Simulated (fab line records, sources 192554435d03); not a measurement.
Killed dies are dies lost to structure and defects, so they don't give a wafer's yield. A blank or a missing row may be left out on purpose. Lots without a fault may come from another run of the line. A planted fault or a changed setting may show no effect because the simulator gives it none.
fab line records | flow n5_finfet | part 1 of 2: steps 1 to 13 of 23
record lots=5 wafers=15 last_day=15
route steps=1938 shown SD_EPI_P@303
lots that met no fault: from a run of the same line without faults
start_h: hours from the record's first day to the start of the lot's first wafer shown | wait_h: hours since the lot's step before | " the same as in the row above | L1.1+2: a row that stands for several wafers | - no value, or no start given | * or withheld: withheld | < > ~ a bound
route shown NAME@n: a module of which the file shows steps, and the number in the route of the first | usual: mean/standard deviation of fault-free wafers | same: alike in all rows | chamber/n: place in a boat | sites: the reading at each site | _std_site: their standard deviation | _edge_site: outer sites' mean less inner sites' | radius_mm: how far each site lies from the wafer's centre | mask NAME#n: copy n | behind: the tool/chamber that last shaped the wafer | hold: why the lot was held/for how many hours/how that ended | device: the transistor (n, p or np) that didn't switch | end of line: the same wafers' tests at the end of the route | a step without rows: its recipe alone | killed: dies lost to structure and defects at the first sort, not the wafer's yield | map: a wafer's dies, x killed, . not, _ none there
set.NAME: the setting as run; set.NAME@STEP: as run at that earlier step | model.NAME: the simulator's own value behind a step, which no gauge read
lots at some steps of the route; a table a step, a row a wafer
services: from which hour (start_h, from the record's first day; less than 0 if before it) a tool's chamber was out of use, for how many hours, and why
## steps
# step N5_SD_EPI_P_CD_MEAS_09
# recipe target_cd_nm=240 landing_energy_ev=500 detector=se_inlens
# usual cd_nm=240.2/0.74
# columns lot.wafer tool chamber start_h wait_h cd_nm
L079.3 cd_sem-01 0 85.40 - 239.1
L079.4 " 0 " " 239.7
L079.6 " 0 " " 239.6
L080.2 cd_sem-02 0 91.23 - 240.1
L080.3 " 0 " " 239.3
L080.4 " 0 " " 239.8
L081.1 cd_sem-02 0 97.91 - 240.0
L081.2 " 0 " " 240.0
L081.4 " 0 " " 239.7
L082.2 cd_sem-03 0 100.81 - 239.8
L082.3 " 0 " " 239.7
L082.6 " 0 " " 240.0
L088.3 cd_sem-02 0 143.72 - 241.3
L088.4 " 0 " " 239.5
L088.5 " 0 " " 239.8
# step N5_SD_EPI_P_OVL_MEAS_10
# recipe points_per_wafer=44
# usual SD_P_BLK_OVL=0.3/0.7
# columns lot.wafer tool chamber start_h wait_h SD_P_BLK_OVL[nm]
L079.3 overlay-02 0 85.42 0.0 0.2
L079.4 " 0 " " -0.4
L079.6 " 0 " " 0.0
L080.2 overlay-02 0 91.26 0.0 -0.4
L080.3 " 0 " " 0.4
L080.4 " 0 " " -0.9
L081.1 overlay-01 0 97.94 0.0 0.2
L081.2 " 0 " " -0.2
L081.4 " 0 " " -0.8
L082.2 overlay-01 0 100.84 0.0 1.3
L082.3 " 0 " " 0.5
L082.6 " 0 " " 1.3
L088.3 overlay-01 0 143.75 0.0 0.2
L088.4 " 0 " " 0.3
L088.5 " 0 " " 0.3
# step N5_SD_EPI_P_INSPECT_11
# recipe mode=adi inspect_instrument=macro
# usual raw_defect_count=2.0/1.5
# columns lot.wafer tool chamber start_h wait_h raw_defect_count
L079.3 defect_inspect-02 - 85.45 0.0 4
L079.4 " - " " 3
L079.6 " - " " 1
L080.2 defect_inspect-01 - 91.29 0.0 3
L080.3 " - " " 4
L080.4 " - " " 3
L081.1 defect_inspect-01 - 97.96 0.0 3
L081.2 " - " " 2
L081.4 " - " " 0
L082.2 defect_inspect-02 - 100.87 0.0 1
L082.3 " - " " 1
L082.6 " - " " 2
L088.3 defect_inspect-01 - 143.77 0.0 3
L088.4 " - " " 4
L088.5 " - " " 2
# step N5_SD_EPI_P_DESCUM_14
# recipe chemistry=O2 time_s=7.9 source_power_w=50 bias_power_w=20 pressure_mtorr=20 rf_frequency_hz=2.712e+07 temp_c=40 resist=CAR-ArF-block o2_flow_sccm=225
# usual bias_power_w=20.01/0.057 chamber_pressure_mTorr=20.001/0.018 drypump_motor_current_A=5.8/0.35 oes_product_au=0.77/0.072 rf_fwd_power_W=49.41/0.21 rf_vpp_V=243.0/1.3 showerhead_plenum_p_Torr=2.08/0.072 temp_c=40.01/0.11 throttle_valve_pct=20.49/0.19
# same time_s=7.9
# columns lot.wafer tool chamber start_h wait_h bias_power_w chamber_pressure_mTorr drypump_motor_current_A oes_product_au rf_fwd_power_W rf_hours_counter_h rf_vpp_V showerhead_plenum_p_Torr temp_c throttle_valve_pct
L079.3 rie_diel-06 0 85.48 0.0 20.00 20.011 5.8 0.82 49.74 88 241.0 2.04 40.13 20.14
L079.4 " 2 " " 20.14 20.003 5.9 0.71 49.78 - 242.5 2.07 39.88 20.66
L079.6 " 0 " " 20.00 20.021 5.8 0.83 49.26 - 243.0 2.04 39.93 20.14
L080.2 rie_diel-06 0 91.32 0.0 20.01 20.004 5.8 0.81 49.47 91 241.9 2.03 39.95 20.14
L080.3 " 1 " " 20.00 19.964 6.3 0.99 49.44 1 245.4 2.24 39.88 20.29
L080.4 " 3 " " 19.98 20.002 6.0 0.65 49.33 244 242.2 2.05 40.18 20.62
L081.1 rie_diel-06 2 98.00 0.0 20.06 19.992 5.9 0.70 49.82 206 242.9 2.07 39.80 20.70
L081.2 " 1 " " 19.93 20.001 6.4 0.97 49.52 2 245.8 2.24 39.87 20.29
L081.4 " 3 " " 20.02 19.979 6.0 0.65 49.32 246 241.9 2.05 39.88 20.62
L082.2 rie_diel-01 3 101.08 0.2 19.97 20.028 5.5 0.74 49.17 185 242.0 1.99 40.01 20.39
L082.3 " 0 " " 20.05 20.000 5.2 0.78 49.45 111 242.5 2.11 40.03 20.33
L082.6 " 1 " " 20.14 20.003 5.6 0.74 48.90 - 243.6 2.17 39.98 20.54
L088.3 rie_diel-01 1 143.80 0.0 20.04 19.983 5.5 0.74 49.48 204 244.2 2.16 40.01 20.56
L088.4 " 3 " " 20.01 20.040 5.5 0.73 49.24 198 240.6 1.99 40.25 20.42
L088.5 " 3 " " 20.02 19.974 5.4 0.73 49.12 - 241.9 1.98 40.30 20.40
# step N5_SD_EPI_P_ETCH_36
# recipe chemistry=CF4 target=SiARC target_depth_a=455 mask_material=CAR-ArF-block time_s=75.8 ion_energy_ev=80 pressure_mtorr=40 source_w=545 bias_w=36 Ar_flow_sccm=100 cf4_flow_sccm=100 ends=cleared
# usual chamber_pressure_mTorr=39.99/0.036 drypump_motor_current_A=5.8/0.35 etch_rf_on_time_s=75.7/1 oes_product_au=0.66/0.063 rf_fwd_power_W=539.3/2.3 rf_vpp_V=184.0/1.1 showerhead_plenum_p_Torr=2.13/0.067 throttle_valve_pct=15.69/0.21
# columns lot.wafer tool chamber start_h wait_h chamber_pressure_mTorr drypump_motor_current_A etch_rf_on_time_s oes_product_au rf_fwd_power_W rf_hours_counter_h rf_vpp_V showerhead_plenum_p_Torr throttle_valve_pct
L079.3 rie_diel-06 0 85.52 0.0 39.98 5.8 74.0 0.70 539.3 88 182.0 2.08 15.27
L079.4 " 2 " " 40.04 5.9 76.4 0.61 544.1 - 184.5 2.12 15.90
L079.6 " 0 " " 39.96 5.8 74.3 0.71 538.8 - 182.9 2.08 15.30
L080.2 rie_diel-06 0 91.36 0.0 39.96 5.8 73.9 0.71 541.0 91 184.9 2.08 15.28
L080.3 " 1 " " 39.98 6.4 74.6 0.85 540.5 1 186.8 2.28 15.35
L080.4 " 3 " " 40.01 6.0 76.2 0.57 541.4 244 183.7 2.11 15.91
L081.1 rie_diel-06 2 98.03 0.0 40.00 5.9 77.2 0.61 543.2 206 183.8 2.12 15.88
L081.2 " 1 " " 40.01 6.4 74.4 0.86 539.0 2 186.2 2.28 15.36
L081.4 " 3 " " 39.97 6.0 76.5 0.57 540.5 246 182.8 2.11 15.90
L082.2 rie_diel-01 3 101.12 0.0 39.95 5.4 75.3 0.63 540.5 185 184.2 2.05 15.68
L082.3 " 0 " " 40.05 5.2 76.4 0.67 538.4 111 184.7 2.16 15.50
L082.6 " 1 " " 40.06 5.5 76.0 0.63 537.4 - 184.2 2.21 15.75
L088.3 rie_diel-01 1 143.84 0.0 40.01 5.5 76.0 0.62 536.8 204 184.2 2.20 15.79
L088.4 " 3 " " 40.01 5.5 75.3 0.63 540.5 198 184.6 2.05 15.72
L088.5 " 3 " " 40.00 5.4 76.1 0.63 537.8 - 182.1 2.05 15.71
# step N5_SD_EPI_P_ETCH_37
# recipe chemistry=N2/H2 target=SOC overetch_a=1080 mask_material=SiARC temp_c=40 ion_energy_ev=100 source_w=3000 bias_w=133 pressure_mtorr=20 time_s=486 n2_flow_sccm=200 h2_flow_sccm=200 ends=end_point
# usual chamber_pressure_mTorr=20.000/0.018 drypump_motor_current_A=5.8/0.35 oes_product_au=0.69/0.062 rf_fwd_power_W=2997/8.3 rf_vpp_V=240.7/1.4 showerhead_plenum_p_Torr=2.53/0.084 temp_c=40.00/0.12 throttle_valve_pct=23.85/0.23
# columns lot.wafer tool chamber start_h wait_h chamber_pressure_mTorr drypump_motor_current_A oes_product_au rf_fwd_power_W rf_hours_counter_h rf_vpp_V showerhead_plenum_p_Torr temp_c throttle_valve_pct
L079.3 rie_diel-06 0 85.57 0.0 20.025 5.8 0.73 3017 88 241.9 2.46 40.17 23.36
L079.4 " 2 " " 20.005 5.9 0.64 2997 - 239.9 2.52 40.00 24.26
L079.6 " 0 " " 19.993 5.8 0.74 2996 - 238.7 2.46 40.06 23.35
L080.2 rie_diel-06 0 91.41 0.0 20.012 5.8 0.73 3001 91 240.0 2.46 40.05 23.37
L080.3 " 1 " " 20.003 6.4 0.88 2995 1 242.9 2.71 39.97 23.88
L080.4 " 3 " " 20.003 6.0 0.60 3001 245 239.9 2.50 40.01 24.15
L081.1 rie_diel-06 2 98.09 0.0 19.984 5.9 0.64 2992 206 239.4 2.52 40.01 24.25
L081.2 " 1 " " 19.993 6.3 0.87 2996 2 244.0 2.71 39.90 23.87
L081.4 " 3 " " 20.034 6.0 0.59 2999 246 240.9 2.50 39.91 24.18
L082.2 rie_diel-01 3 101.18 0.0 20.006 5.5 0.67 2988 186 240.2 2.42 39.90 23.80
L082.3 " 0 " " 19.968 5.3 0.71 3002 111 241.1 2.56 40.08 23.77
L082.6 " 1 " " 19.997 5.6 0.66 3003 - 242.2 2.62 40.07 23.80
L088.3 rie_diel-01 1 143.89 0.0 20.010 5.6 0.66 2991 204 241.9 2.62 40.21 23.81
L088.4 " 3 " " 20.009 5.5 0.66 3014 198 239.8 2.42 40.14 23.81
L088.5 " 3 " " 20.011 5.5 0.65 2999 - 239.8 2.42 40.24 23.82
# step N5_SD_EPI_P_STRIP_38
# recipe chemistry=N2/H2 temp_c=40 n2_flow_sccm=200 h2_flow_sccm=200 rf_frequency_hz=6e+07
# columns lot.wafer tool chamber start_h wait_h
L079.3+4+6 rie_diel-06 0,2,0 85.89 0.2
L080.2+3+4 rie_diel-06 0,1,3 91.73 0.2
L081.1+2+4 rie_diel-06 2,1,3 98.40 0.2
L082.2+3+6 rie_diel-01 3,0,1 101.49 0.2
L088.3+4+5 rie_diel-01 1,3,3 144.21 0.2
# step N5_SD_EPI_P_ETCHBACK_46
# recipe chemistry=CH3F/O2 mode=anisotropic_etchback target=SiNx target_depth_a=175 stop_on=SiO2 over_etch_frac=0.3 ion_energy_ev=120 pressure_mtorr=30 source_w=395 bias_w=73 Ar_flow_sccm=150 CH3F_flow_sccm=30 O2_flow_sccm=20
# usual chamber_pressure_mTorr=30.001/0.027 drypump_motor_current_A=5.8/0.35 oes_ar_750_au=0.77/0.07 oes_o_777_au=0.77/0.071 oes_product_au=0.66/0.059 rf_fwd_power_W=393.1/1.3 rf_vpp_V=297/3.2 showerhead_plenum_p_Torr=1.99/0.066 throttle_valve_pct=16.42/0.22
# columns lot.wafer tool chamber start_h wait_h chamber_pressure_mTorr drypump_motor_current_A oes_ar_750_au oes_o_777_au oes_product_au rf_fwd_power_W rf_hours_counter_h rf_vpp_V showerhead_plenum_p_Torr throttle_valve_pct
L079.3 rie_diel-06 0 85.90 0.0 29.972 5.8 0.81 0.83 0.69 394.3 88 293 1.93 15.99
L079.4 " 2 " " 30.011 5.9 0.71 0.71 0.61 395.4 - 302 1.98 16.63
L079.6 " 0 " " 29.989 5.8 0.82 0.82 0.70 394.7 - 291 1.93 15.98
L080.2 rie_diel-06 0 91.74 0.0 30.039 5.8 0.82 0.82 0.70 393.3 91 292 1.93 15.99
L080.3 " 1 " " 29.994 6.4 1.00 1.02 0.84 392.0 1 294 2.14 16.11
L080.4 " 3 " " 30.024 6.0 0.67 0.66 0.57 392.0 245 302 1.97 16.63
L081.1 rie_diel-06 2 98.41 0.0 30.019 5.9 0.71 0.71 0.61 395.7 206 302 1.98 16.64
L081.2 " 1 " " 30.006 6.4 0.99 1.00 0.84 393.3 2 295 2.14 16.11
L081.4 " 3 " " 30.024 6.0 0.66 0.66 0.57 393.0 247 301 1.97 16.64
L082.2 rie_diel-01 3 101.50 0.0 30.029 5.4 0.75 0.76 0.64 390.5 186 296 1.91 16.40
L082.3 " 0 " " 30.008 5.3 0.79 0.79 0.67 395.6 111 297 2.02 16.25
L082.6 " 1 " " 30.001 5.5 0.74 0.75 0.64 392.7 - 296 2.06 16.45
L088.3 rie_diel-01 1 144.22 0.0 29.983 5.5 0.73 0.74 0.63 392.3 204 295 2.06 16.51
L088.4 " 3 " " 30.003 5.4 0.75 0.75 0.63 391.4 199 296 1.90 16.41
L088.5 " 3 " " 29.983 5.5 0.75 0.75 0.62 392.9 - 297 1.90 16.42
# step N5_SD_EPI_P_ETCH_47
# recipe chemistry=CH3F/O2 target=SiOCN target_depth_a=250 mask_material=SOC ion_energy_ev=60 bias_w=29 pressure_mtorr=30 source_w=410 Ar_flow_sccm=150 CH3F_flow_sccm=30 O2_flow_sccm=20
# usual chamber_pressure_mTorr=29.999/0.03 drypump_motor_current_A=5.8/0.35 oes_ar_750_au=0.77/0.07 oes_o_777_au=0.77/0.071 oes_product_au=0.77/0.073 rf_fwd_power_W=408.2/1.3 rf_vpp_V=127.2/1.5 showerhead_plenum_p_Torr=1.99/0.066 throttle_valve_pct=16.40/0.22
# columns lot.wafer tool chamber start_h wait_h chamber_pressure_mTorr drypump_motor_current_A oes_ar_750_au oes_o_777_au oes_product_au rf_fwd_power_W rf_hours_counter_h rf_vpp_V showerhead_plenum_p_Torr throttle_valve_pct
L079.3 rie_diel-06 0 86.00 0.1 30.025 5.8 0.82 0.82 0.83 407.9 88 125.5 1.93 15.95
L079.4 " 2 " " 30.045 5.9 0.71 0.71 0.71 407.6 - 128.7 1.98 16.61
L079.6 " 0 " " 29.971 5.8 0.82 0.82 0.83 409.9 - 125.6 1.93 15.94
L080.2 rie_diel-06 0 91.84 0.1 30.020 5.8 0.81 0.82 0.82 408.5 91 125.3 1.93 15.97
L080.3 " 1 " " 30.014 6.4 1.00 1.01 0.99 409.5 1 128.3 2.14 16.07
L080.4 " 3 " " 29.995 6.0 0.67 0.66 0.66 410.1 245 127.9 1.97 16.60
L081.1 rie_diel-06 2 98.51 0.1 29.952 5.9 0.71 0.71 0.71 411.0 206 128.2 1.98 16.61
L081.2 " 1 " " 30.041 6.4 0.99 1.00 0.98 408.7 2 127.0 2.14 16.08
L081.4 " 3 " " 29.981 6.0 0.66 0.66 0.66 408.2 247 128.7 1.97 16.61
L082.2 rie_diel-01 3 101.60 0.1 29.991 5.5 0.75 0.76 0.75 408.8 186 127.3 1.91 16.36
L082.3 " 0 " " 30.001 5.3 0.78 0.79 0.79 410.5 111 128.1 2.02 16.21
L082.6 " 1 " " 30.031 5.5 0.74 0.74 0.74 409.4 - 126.2 2.06 16.44
L088.3 rie_diel-01 1 144.32 0.1 30.019 5.6 0.74 0.73 0.73 409.8 204 126.7 2.06 16.48
L088.4 " 3 " " 29.943 5.4 0.74 0.74 0.74 407.4 199 127.0 1.90 16.40
L088.5 " 3 " " 30.010 5.4 0.74 0.74 0.73 406.6 - 127.2 1.90 16.39
# step N5_SD_EPI_P_ETCH_16
# recipe chemistry=CHF3/O2 target=SiO2 target_depth_a=50 mask_material=SOC pressure_mtorr=30 source_w=650 bias_w=170 Ar_flow_sccm=200 CHF3_flow_sccm=50 O2_flow_sccm=5 ion_energy_ev=200
# usual chamber_pressure_mTorr=29.999/0.028 drypump_motor_current_A=5.8/0.35 oes_ar_750_au=0.77/0.069 oes_o_777_au=0.77/0.07 oes_product_au=0.77/0.071 rf_fwd_power_W=643.3/2.8 rf_vpp_V=523/5.7 showerhead_plenum_p_Torr=2.40/0.076 throttle_valve_pct=18.98/0.22
# columns lot.wafer tool chamber start_h wait_h chamber_pressure_mTorr drypump_motor_current_A oes_ar_750_au oes_o_777_au oes_product_au rf_fwd_power_W rf_hours_counter_h rf_vpp_V showerhead_plenum_p_Torr throttle_valve_pct
L079.3 rie_diel-06 0 86.10 0.1 30.008 5.8 0.82 0.82 0.83 643.8 89 515 2.33 18.49
L079.4 " 2 " " 30.013 5.9 0.71 0.71 0.70 647.8 - 531 2.39 19.18
L079.6 " 0 " " 29.985 5.8 0.82 0.83 0.83 647.2 - 514 2.33 18.50
L080.2 rie_diel-06 0 91.94 0.1 30.042 5.8 0.81 0.82 0.84 644.1 91 514 2.33 18.54
L080.3 " 1 " " 29.988 6.3 0.99 1.00 0.99 640.2 1 519 2.57 18.71
L080.4 " 3 " " 30.063 6.0 0.67 0.66 0.67 645.0 245 529 2.38 19.17
L081.1 rie_diel-06 2 98.61 0.1 30.000 5.9 0.71 0.70 0.71 647.9 206 530 2.39 19.18
L081.2 " 1 " " 30.029 6.4 0.99 0.99 0.98 644.9 2 519 2.57 18.71
L081.4 " 3 " " 30.020 6.0 0.67 0.66 0.66 643.0 247 530 2.38 19.17
L082.2 rie_diel-01 3 101.70 0.1 30.032 5.5 0.75 0.75 0.74 642.9 186 523 2.31 18.95
L082.3 " 0 " " 30.006 5.3 0.79 0.79 0.79 643.5 111 527 2.43 18.82
L082.6 " 1 " " 29.994 5.5 0.74 0.75 0.73 646.7 - 520 2.48 18.97
L088.3 rie_diel-01 1 144.42 0.1 30.020 5.5 0.73 0.73 0.73 644.6 204 520 2.47 19.02
L088.4 " 3 " " 29.960 5.4 0.74 0.74 0.74 641.6 199 524 2.30 18.97
L088.5 " 3 " " 29.960 5.4 0.74 0.74 0.73 641.6 - 523 2.30 18.97
# step N5_SD_EPI_P_STRIP_50
# recipe chemistry=CHF3/O2 resist=SiARC rf_frequency_hz=6e+07
# columns lot.wafer tool chamber start_h wait_h
L079.3+4+6 rie_diel-06 0,2,0 86.14 0.0
L080.2+3+4 rie_diel-06 0,1,3 91.98 0.0
L081.1+2+4 rie_diel-06 2,1,3 98.65 0.0
L082.2+3+6 rie_diel-01 3,0,1 101.74 0.0
L088.3+4+5 rie_diel-01 1,3,3 144.46 0.0
# step N5_SD_EPI_P_SD_RECESS_17
# recipe chemistry=HBr/Cl2/O2 target_depth_a=391 bt_time_s=3 pressure_mtorr=10 icp_w=800 bias_w=112 HBr_flow_sccm=150 Cl2_flow_sccm=80 O2_flow_sccm=12
# usual chamber_pressure_mTorr=10.000/0.011 drypump_motor_current_A=5.7/0.51 he_backside_leak_sccm=2.8/0.47 oes_o_777_au=0.989/0.011 oes_product_au=0.991/0.0096 rf_fwd_power_W=795/3 throttle_valve_pct=36.95/0.23
# columns lot.wafer tool chamber start_h wait_h chamber_pressure_mTorr drypump_motor_current_A he_backside_leak_sccm oes_o_777_au oes_product_au rf_fwd_power_W rf_hours_counter_h throttle_valve_pct
L079.3 rie_si-06 0 86.17 0.0 10.012 6.0 3.8 0.992 0.987 788 170 36.72
L079.4 " 1 " " 9.997 5.4 2.3 0.993 0.998 802 8 36.86
L079.6 " 0 " " 10.004 6.0 3.8 0.996 0.986 796 - 36.73
L080.2 rie_si-06 3 92.01 0.0 10.004 6.0 2.7 0.979 0.983 795 7 37.15
L080.3 " 2 " " 10.003 6.2 2.7 0.996 1.007 791 122 36.80
L080.4 " 0 " " 10.008 6.0 3.8 0.985 0.990 795 171 36.74
L081.1 rie_si-06 2 98.68 0.0 9.995 6.2 2.7 0.993 0.997 792 122 36.80
L081.2 " 3 " " 9.991 5.9 2.7 0.978 0.980 794 7 37.17
L081.4 " 0 " " 9.996 6.0 3.6 0.988 0.988 794 171 36.74
L082.2 rie_si-06 1 101.77 0.0 10.005 5.4 2.3 0.996 1.001 797 8 36.86
L082.3 " 0 " " 10.006 6.0 3.7 0.981 0.977 790 171 36.75
L082.6 " 0 " " 9.986 6.0 3.5 0.994 0.993 794 - 36.75
L088.3 rie_si-04 1 144.49 0.0 9.997 5.0 2.5 0.961 0.982 798 58 37.37
L088.4 " 0 " " 9.998 6.0 2.7 0.993 0.981 794 113 36.67
L088.5 " 1 " " 9.999 5.1 2.3 0.967 0.978 796 - 37.36
# step N5_SD_EPI_P_WET_ETCH_45
# recipe chemistry=dHF dilution=withheld time_s=10.7 target=SiO2 target_depth_a=20 temp_c=25 dry=ipa_marangoni rinse_time_s=30 rinse_temp_c=23
# usual temp_c=24.99/0.1
# same time_s=10.7
# columns lot.wafer tool chamber start_h wait_h temp_c
L079.3 wet_bench-06 4 86.26 0.1 25.06
L079.4 " 0 " " 24.85
L079.6 " 7 " " 25.07
L080.2 wet_bench-06 1 92.10 0.1 24.97
L080.3 " 5 " " 24.94
L080.4 " 4 " " 25.01
L081.1 wet_bench-04 2 98.78 0.1 24.79
L081.2 " 7 " " 25.06
L081.4 " 3 " " 24.87
L082.2 wet_bench-05 5 101.87 0.1 25.11
L082.3 " 7 " " 24.89
L082.6 " 4 " " 24.89
L088.3 wet_bench-04 2 144.58 0.1 25.15
L088.4 " 0 " " 24.93
L088.5 " 3 " " 25.02
